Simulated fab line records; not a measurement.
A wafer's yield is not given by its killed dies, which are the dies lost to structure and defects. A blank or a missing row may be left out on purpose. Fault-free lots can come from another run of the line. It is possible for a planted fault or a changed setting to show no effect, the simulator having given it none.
Check for tools in common    flow n5 finfet    Sample size 9 lots and 25 wafers

## REASON IT WAS OPENED
Flagged at N5_BEOL_M6_OCD_MEAS_38: reading trench depth nm, on 2 of 9 lots. No-fault wafers: 94.3 nm, standard deviation 2.3.
Rule: flag the lot when none of its wafers has a number, or when each of its wafers that has one lies beyond 4 standard deviations from that mean. All remaining lots are regarded as sound.

lot   measured      on      trench depth nm (nm), wafer by wafer  flag
L257  day 8 13:59   ocd-01  97.4 98.9 98.0                        
L262  day 9 16:10   ocd-01  94.9 93.1 97.4                        
L261  day 9 17:40   ocd-01  98.9 92.1 97.0                        
L263  day 10 04:44  ocd-02  93.8 92.3 93.7                        
L271  day 12 10:52  ocd-02  83.6 84.0 83.7                        FLAGGED
L272  day 13 05:20  ocd-01  83.4 83.1 82.9                        FLAGGED
L275  day 13 14:48  ocd-02  92.8 93.7                             
L278  day 13 17:52  ocd-01  91.3 97.7                             
L280  day 15 09:59  ocd-02  91.9 91.6 96.3                        
Average over the flagged lots: 83.5 nm; offset from the usual -10.8 nm, equal to -5 standard deviations.

## WHICH TOOL EACH LOT WENT THROUGH
Before the reading, the record contains 4 process steps out of a 1938-step route. Cell contents, in order: the tool; ch with the chambers the sampled wafers went through; the start.
lot   flag     N5_BEOL_M6_HM_OPEN_17              N5_BEOL_M6_STRIP_19                 N5_BEOL_M6_ETCH_72                  N5_BEOL_M6_TRENCH_ETCH_37
L257           rie metal-02 ch 0,1, day 8 12:45   rie diel-01 ch 0,2, day 8 12:52     rie diel-04 ch 2,3, day 8 13:25     rie diel-04 ch 2,3, day 8 13:46
L262           rie metal-02 ch 0,1, day 9 14:34   rie diel-04 ch 0,1,3, day 9 14:41   rie diel-01 ch 0,1,2, day 9 15:46   rie diel-01 ch 0,1,2, day 9 16:00
L261           rie metal-02 ch 0,1, day 9 16:13   rie diel-04 ch 1,2,3, day 9 16:22   rie diel-04 ch 1,2,3, day 9 17:17   rie diel-04 ch 1,2,3, day 9 17:31
L263           rie metal-03 ch 0,1, day 10 03:13  rie diel-04 ch 0,1,3, day 10 03:22  rie diel-02 ch 1,3, day 10 04:20    rie diel-02 ch 1,3, day 10 04:34
L271  FLAGGED  rie metal-02 ch 0,1, day 12 08:04  rie diel-01 ch 1,2, day 12 08:16    rie diel-01 ch 0,1, day 12 10:29    rie diel-01 ch 0,1, day 12 10:43
L272  FLAGGED  rie metal-03 ch 0,1, day 13 01:02  rie diel-01 ch 0,1, day 13 01:09    rie diel-01 ch 0,1,3, day 13 04:56  rie diel-01 ch 0,1,3, day 13 05:10
L275           rie metal-01 ch 0, day 13 13:37    rie diel-02 ch 1,3, day 13 13:44    rie diel-04 ch 0, day 13 14:25      rie diel-04 ch 0, day 13 14:38
L278           rie metal-01 ch 0, day 13 16:23    rie diel-04 ch 0,3, day 13 16:28    rie diel-02 ch 0,3, day 13 17:28    rie diel-02 ch 0,3, day 13 17:42
L280           rie metal-01 ch 0,1, day 15 05:00  rie diel-02 ch 0,1,2, day 15 05:16  rie diel-02 ch 0,1, day 15 09:36    rie diel-02 ch 0,1, day 15 09:50
What is done by these steps:
- N5_BEOL_M6_HM_OPEN_17: chemistry Cl2/BCl3, target TiN, target depth 20 nm, overetch 6 nm.
- N5_BEOL_M6_STRIP_19: strips in O2.
- N5_BEOL_M6_ETCH_72: etches underlayer in N2/H2, target depth 6.5 nm, time 5.2 s.
- N5_BEOL_M6_TRENCH_ETCH_37: etches SiCOH lowk in C4F6/O2, target depth 94.435 nm, time 31.5 s.
- N5_BEOL_M6_OCD_MEAS_38

## FLAGGED AGAINST TOTAL, ONE TOOL AT A TIME (gauges that did the reading follow at the end)
step                       tool          lots run  flagged  share of the flagged lots  sound lots run after its first flagged lot
N5_BEOL_M6_HM_OPEN_17      rie metal-01  3         0        none                       -
N5_BEOL_M6_HM_OPEN_17      rie metal-02  4         1        some                       0
N5_BEOL_M6_HM_OPEN_17      rie metal-03  2         1        some                       0
N5_BEOL_M6_STRIP_19        rie diel-01   3         2        all                        0
N5_BEOL_M6_STRIP_19        rie diel-02   2         0        none                       -
N5_BEOL_M6_STRIP_19        rie diel-04   4         0        none                       -
N5_BEOL_M6_ETCH_72         rie diel-01   3         2        all                        0
N5_BEOL_M6_ETCH_72         rie diel-02   3         0        none                       -
N5_BEOL_M6_ETCH_72         rie diel-04   3         0        none                       -
N5_BEOL_M6_TRENCH_ETCH_37  rie diel-01   3         2        all                        0
N5_BEOL_M6_TRENCH_ETCH_37  rie diel-02   3         0        none                       -
N5_BEOL_M6_TRENCH_ETCH_37  rie diel-04   3         0        none                       -
N5_BEOL_M6_OCD_MEAS_38     ocd-01        5         1        some                       1 (L278)
N5_BEOL_M6_OCD_MEAS_38     ocd-02        4         1        some                       2 (L275,L280)

## WHAT THE TABLE PERMITS
3 rows of the table ran every flagged lot: rie diel-01 at N5_BEOL_M6_STRIP_19, rie diel-01 at N5_BEOL_M6_ETCH_72, rie diel-01 at N5_BEOL_M6_TRENCH_ETCH_37.
- rie diel-01 at N5_BEOL_M6_STRIP_19: 2 of its 3 lots flagged. A fault beginning between L257 (day 8 12:52), its last sound lot, and L271 (day 12 08:16), its first flagged one, fits the data.
- rie diel-01 at N5_BEOL_M6_ETCH_72: 2 of its 3 lots flagged. A fault beginning between L262 (day 9 15:46), its last sound lot, and L271 (day 12 10:29), its first flagged one, fits the data.
- rie diel-01 at N5_BEOL_M6_TRENCH_ETCH_37: 2 of its 3 lots flagged. A fault beginning between L262 (day 9 16:00), its last sound lot, and L271 (day 12 10:43), its first flagged one, fits the data. Its own readings (bias w, rf vpp V) fall more than 4 standard deviations out on all wafers of the flagged lots.
One tool is left: rie diel-01 at N5_BEOL_M6_STRIP_19 and N5_BEOL_M6_ETCH_72 and N5_BEOL_M6_TRENCH_ETCH_37.

## WHAT THE SIMULATOR HAD INSERTED
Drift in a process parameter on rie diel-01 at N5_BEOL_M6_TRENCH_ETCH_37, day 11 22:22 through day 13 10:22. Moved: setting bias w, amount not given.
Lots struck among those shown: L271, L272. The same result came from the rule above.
